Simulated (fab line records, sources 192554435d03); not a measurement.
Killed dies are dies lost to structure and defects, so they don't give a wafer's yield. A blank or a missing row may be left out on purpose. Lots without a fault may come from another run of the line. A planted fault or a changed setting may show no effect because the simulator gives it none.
Chamber matching | flow n5_finfet | N5_HKMG_FIN_ALD_91 on ald_metal-02: 4 sister chambers
The step deposits TiN, target thk 1 nm, pulse time 1 s, purge time 3 s. 8 wafers are shown with their chamber, then 12 later ones without.

WAFERS WITH THEIR CHAMBER
wafer  | chamber | heater_power_w (W) | precursor_pulse_height_rel
L087.1 | 1       | 851                | 1.012
L089.2 | 1       | 884                | 1.002
L089.5 | 2       | 834                | 0.977
L091.2 | 0       | 841                | 1.034
L091.5 | 0       | 834                | 1.014
L093.1 | 3       | 935                | 0.988
L093.5 | 2       | 852                | 0.976
L093.6 | 3       | 929                | 1.000

WAFERS WITHOUT THEIR CHAMBER
wafer  | heater_power_w (W) | precursor_pulse_height_rel
L094.2 | 876                | 0.968
L094.4 | 925                | 0.983
L094.6 | 816                | 0.988
L095.1 | 840                | 1.009
L095.2 | 863                | 1.024
L095.3 | 933                | 1.026
L095.4 | 845                | 1.014
L095.5 | 941                | 0.997
L095.6 | 817                | 0.967
L097.2 | 948                | 1.031
L097.3 | 840                | 0.976
L097.4 | 841                | 0.963

WHICH CHAMBER EACH WENT THROUGH
wafer  | from the rows above          | in truth
L094.2 | can't be placed: 2 or 1      | 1
L094.4 | 3                            | 3
L094.6 | can't be placed: 2 or 0 or 1 | 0
L095.1 | can't be placed: 0 or 1 or 2 | 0
L095.2 | can't be placed: 0 or 1      | 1
L095.3 | can't be placed: 3 or 1      | 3
L095.4 | can't be placed: 0 or 1      | 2
L095.5 | 3                            | 3
L095.6 | 2                            | 2
L097.2 | 3                            | 3
L097.3 | 2                            | 2
L097.4 | 2                            | 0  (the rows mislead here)
Placed correctly: 5 of 12. Can't be placed from these rows: 6 (the true chamber is among the candidates in 5). Placed wrongly: 1.
How it was worked out, from the rows above alone: a wafer's distance from a chamber is the root of the sum, over the readings, of the square of ((its reading less the chamber's mean) divided by the reading's scatter). The wafer belongs to the nearest chamber; if the next one is less than 2 further off, it can't be placed. A chamber's mean is the mean of its shown wafers. The scatter: the root of (the sum of the squares of (reading less its chamber's mean) over the shown wafers, divided by (wafers less chambers)).
